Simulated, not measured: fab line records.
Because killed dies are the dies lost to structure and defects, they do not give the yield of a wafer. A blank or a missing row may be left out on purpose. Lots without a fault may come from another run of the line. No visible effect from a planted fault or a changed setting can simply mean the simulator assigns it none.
A struck lot beside a sound one + flow nand harc + 37 out of 1302 route steps
Sound: these wafers, L527.2, L527.5, L527.6. Wafers struck: L533.2, L533.3, L533.6. The cause comes at the end.
For every step that has rows: the tool of each side, followed by ch and its chambers, followed by its first start. Under that, the readings that differ: sound wafers + struck wafers + difference of the means + sigmas: that difference in standard deviations of wafers without a fault.
alike: same words and numbers on both sides, and readings whose means sit less than 2 such deviations apart. not compared: any withheld reading, any reading some wafer has no value for, any bound like >300 that may hide the same value, and any number with overlapping values for which the record gives no deviation.
A row with sigmas, a row that says differs or no value, or rows on one side alone: a step with any of these is where the two part. Non-overlapping numbers with no deviation appear without sigmas and do not part them. Lack of a reading on every wafer of one side parts them only where that side has two or more wafers.

NHARC_THIN_TSV_CD_MEAS_16:
  sound: cd sem-01 at day 29 21:58; struck: cd sem-02 at day 32 21:07
| reading    | sound          | struck      | difference | sigmas |
|------------|----------------|-------------|------------|--------|
| cd nm (nm) | 1004 1003 1003 | 999 993 997 | -7         | -2     |
NHARC_THIN_TSV_STRIP_45: strips in O2.
  sound on plasma asher-02 ch 0,1, day 29 22:02; struck on plasma asher-02 ch 0,1, day 32 21:30
  alike: drypump motor current A, heater power w
  not compared: rf hours counter h
then, 1 step without rows for these wafers: NHARC_THIN_TSV_STRIP_46 (strips in post etch residue remover, time 1200 s).
NHARC_THIN_TSV_DEP_47: deposits SiO2, target thk 200 nm.
  sound on pecvd-03 ch 0,2, day 29 22:50; struck on pecvd-04 ch 0,2, day 32 22:16
  alike: throttle valve pct
then, 8 steps without rows for these wafers: NHARC_THIN_TSV_ETCHBACK_48 (etches the open film in C4F8/Ar, target depth 1028.5 nm, time 405.17 s); NHARC_THIN_TSV_STRIP_62 (strips in N2/H2, time 20 s); NHARC_THIN_TSV_DEGAS_49 (time 120 s); NHARC_THIN_TSV_PRE_CLEAN_50 (time 30 s); NHARC_THIN_TSV_PVD_19 (deposits TaN, target thk 20 nm); NHARC_THIN_TSV_PVD_51 (deposits Cu, target thk 100 nm); NHARC_THIN_TSV_ECD_20 (material Cu, target thk 2000 nm); NHARC_THIN_TSV_ANNEAL_52 (time 90 s).
NHARC_THIN_TSV_CMP_21: polishes, t overpolish 30 s, target thk 2000 nm.
  sound on cmp-02 ch 1,2, day 30 01:37; struck on cmp-01 ch 1,2,3, day 33 01:26
  no value came back on the struck wafers for edge zone pressure frac, motor current A (A), overpolish run s (s); on the sound wafers edge zone pressure frac reads 1.000 1.000 0.994
after that, 1 step had no rows for these wafers: NHARC_THIN_TSV_SRD_23.
NHARC_THIN_TSV_DEGAS_53: time 60 s.
  sound: pvd sputter-01 at day 30 02:04; struck: pvd sputter-02 at day 33 01:54
  alike: heater power w
NHARC_THIN_TSV_PRE_CLEAN_54: time 30 s.
  sound: pvd sputter-01 at day 30 02:10; struck: pvd sputter-02 at day 33 01:59
  alike: heater power w
then, 10 steps without rows for these wafers: NHARC_THIN_TSV_PVD_55 (deposits TiN, target thk 50 nm); NHARC_THIN_TSV_PVD_24 (deposits Al, target thk 800 nm); NHARC_THIN_TSV_DEHYDRATE_25 (time 120 s); NHARC_THIN_TSV_HMDS_26 (time 30 s); NHARC_THIN_TSV_COAT_27; NHARC_THIN_TSV_SOFTBAKE_28 (time 95 s); NHARC_THIN_TSV_EBR_29; NHARC_THIN_TSV_EXPOSE_30 (exposes mask PAD); NHARC_THIN_TSV_PEB_31 (peb time 85 s); NHARC_THIN_TSV_DEVELOP_32 (time 70 s).
NHARC_THIN_TSV_CD_MEAS_33: the cd target is 5000 nm.
  sound on cd sem-03 ch 0, day 30 03:12; struck on cd sem-01 ch 0, day 33 03:02
  alike: cd nm
then, 1 step without rows for these wafers: NHARC_THIN_TSV_HARDBAKE_34 (time 80 s).
NHARC_THIN_TSV_DESCUM_35: chemistry O2, time 3 s.
  sound on rie diel-10 ch 0,1,2, day 30 03:23; struck on rie diel-10 ch 0,2,3, day 33 03:13
  alike: drypump motor current A, oes product au, rf vpp V, showerhead plenum p Torr, throttle valve pct
  not compared: rf hours counter h
then, 4 steps without rows for these wafers: NHARC_THIN_TSV_ETCH_59 (etches the open film in Cl2/BCl3, target depth 880 nm, time 138.1 s); NHARC_THIN_TSV_ETCH_36 (etches the open film in Cl2/BCl3, target depth 65 nm, time 18.571 s); NHARC_THIN_TSV_STRIP_56 (strips in O2); NHARC_THIN_TSV_STRIP_57 (strips in post etch residue remover, time 1200 s).
NHARC_THIN_TSV_CD_MEAS_37:
  sound: cd sem-03 at day 30 04:42; struck: cd sem-01 at day 33 04:32
| reading    | sound          | struck         | difference | sigmas |
|------------|----------------|----------------|------------|--------|
| cd nm (nm) | 5006 5003 5002 | 4997 4991 4998 | -8         | -2     |
then, 1 step without rows for these wafers: NHARC_THIN_TSV_ANNEAL_58 (time 1800 s).
NHARC_THIN_TSV_INSPECT_40:
  sound: defect inspect-02 at day 30 09:12; struck: defect inspect-02 at day 33 09:13
| reading          | sound       | struck         | difference | sigmas |
|------------------|-------------|----------------|------------|--------|
| raw defect count | 582 549 631 | 6241 6303 6361 | +5714      | +63    |
NHARC_END_SORT_01:
  the record has rows for the struck wafers here (prober-01 ch 0, day 33 13:05) and none for the sound ones

== WHERE THEY PART ==
Last at NHARC_END_SORT_01 as far as this record goes, first at NHARC_THIN_TSV_CD_MEAS_16.

WHY: the cause the simulator had injected
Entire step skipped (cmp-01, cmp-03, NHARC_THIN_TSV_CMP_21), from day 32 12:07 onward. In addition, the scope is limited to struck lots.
